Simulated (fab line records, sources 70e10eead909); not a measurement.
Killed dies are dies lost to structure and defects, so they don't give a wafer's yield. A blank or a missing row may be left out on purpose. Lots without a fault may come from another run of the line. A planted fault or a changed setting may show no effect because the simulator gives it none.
Chamber matching | flow nand_harc | NHARC_A_CONTACT_ALD_18 on ald_metal-02: 4 sister chambers
The step deposits TiN, target thk 3 nm, pulse time 1 s, ald cycles 150. 7 wafers are shown with their chamber, then 7 later ones without.

WAFERS WITH THEIR CHAMBER
wafer  | chamber | heater_power_w (W) | precursor_pulse_height_rel
L076.2 | 1       | 1064               | 0.986
L076.4 | 3       | 1171               | 0.966
L078.3 | 3       | 1184               | 1.011
L082.4 | 0       | 935                | 0.997
L082.5 | 2       | 1148               | 1.010
L090.1 | 2       | 1166               | 0.989
L090.3 | 0       | 957                | 0.997

WAFERS WITHOUT THEIR CHAMBER
wafer  | heater_power_w (W) | precursor_pulse_height_rel
L090.6 | 1115               | 1.036
L092.1 | 1157               | 0.951
L092.2 | 1092               | 1.022
L092.5 | 1079               | 1.017
L097.1 | 938                | 1.002
L097.4 | 1133               | 1.012
L097.5 | 932                | 0.995

WHICH CHAMBER EACH WENT THROUGH
wafer  | from the rows above          | in truth
L090.6 | can't be placed: 2 or 1 or 3 | 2
L092.1 | can't be placed: 2 or 3      | 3
L092.2 | 1                            | 1
L092.5 | 1                            | 1
L097.1 | 0                            | 0
L097.4 | can't be placed: 2 or 3      | 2
L097.5 | 0                            | 0
Placed correctly: 4 of 7. Can't be placed from these rows: 3 (the true chamber is among the candidates in 3). Placed wrongly: 0.
How it was worked out, from the rows above alone: a wafer's distance from a chamber is the root of the sum, over the readings, of the square of ((its reading less the chamber's mean) divided by the reading's scatter). The wafer belongs to the nearest chamber; if the next one is less than 2 further off, it can't be placed. A chamber's mean is the mean of its shown wafers. The scatter: the root of (the sum of the squares of (reading less its chamber's mean) over the shown wafers, divided by (wafers less chambers)).
